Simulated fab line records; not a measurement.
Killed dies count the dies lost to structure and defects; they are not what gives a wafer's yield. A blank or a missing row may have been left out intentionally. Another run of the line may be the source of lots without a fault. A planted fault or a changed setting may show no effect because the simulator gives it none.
Chamber matching -- flow n5 finfet -- N5_BEOL_M2_DEP_57 on pecvd-04: 3 sister chambers
The step deposits SiCN from 3MS/NH3, target thk 8 nm, time 14 s. 3 wafers are shown with their chamber, then 10 later ones without.

== WAFERS, EACH WITH ITS CHAMBER ==
wafer,chamber,throttle valve pct (%)
L082.5,2,9.1
L084.1,0,9.2
L084.2,1,10.1

== WAFERS WITH NO CHAMBER GIVEN ==
wafer,throttle valve pct (%)
L084.3,8.5
L084.4,10.1
L084.5,8.5
L084.6,9.3
L085.3,9.4
L085.4,8.7
L085.6,9.8
L094.1,8.8
L094.2,10.1
L094.6,9.5

== WHICH CHAMBER EACH ONE RAN IN ==
wafer,from the rows above,in truth
L084.3,can't be placed: 2 or 0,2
L084.4,1,1
L084.5,can't be placed: 2 or 0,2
L084.6,can't be placed: 0 or 2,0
L085.3,can't be placed: 0 or 2 or 1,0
L085.4,can't be placed: 2 or 0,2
L085.6,can't be placed: 1 or 0 or 2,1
L094.1,can't be placed: 2 or 0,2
L094.2,1,1
L094.6,can't be placed: 0 or 2 or 1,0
Correct placement for 2 of the 10. Cannot be placed on the basis of these rows: 8; the candidates contain the true chamber in 8. Placed wrongly: 0.
How it was worked out, from the rows above alone: a wafer's distance from a chamber is the root of the sum, over the readings, of the square of ((its reading less the chamber's mean) divided by the reading's scatter). If the next closest chamber is less than 2 further off than the closest, the wafer can't be placed; otherwise it belongs to the closest. Each chamber's mean is taken over the wafers shown for it. The scatter: with one shown wafer a chamber, the root of the mean of the squares of how far each hidden wafer lies from its nearest shown one.
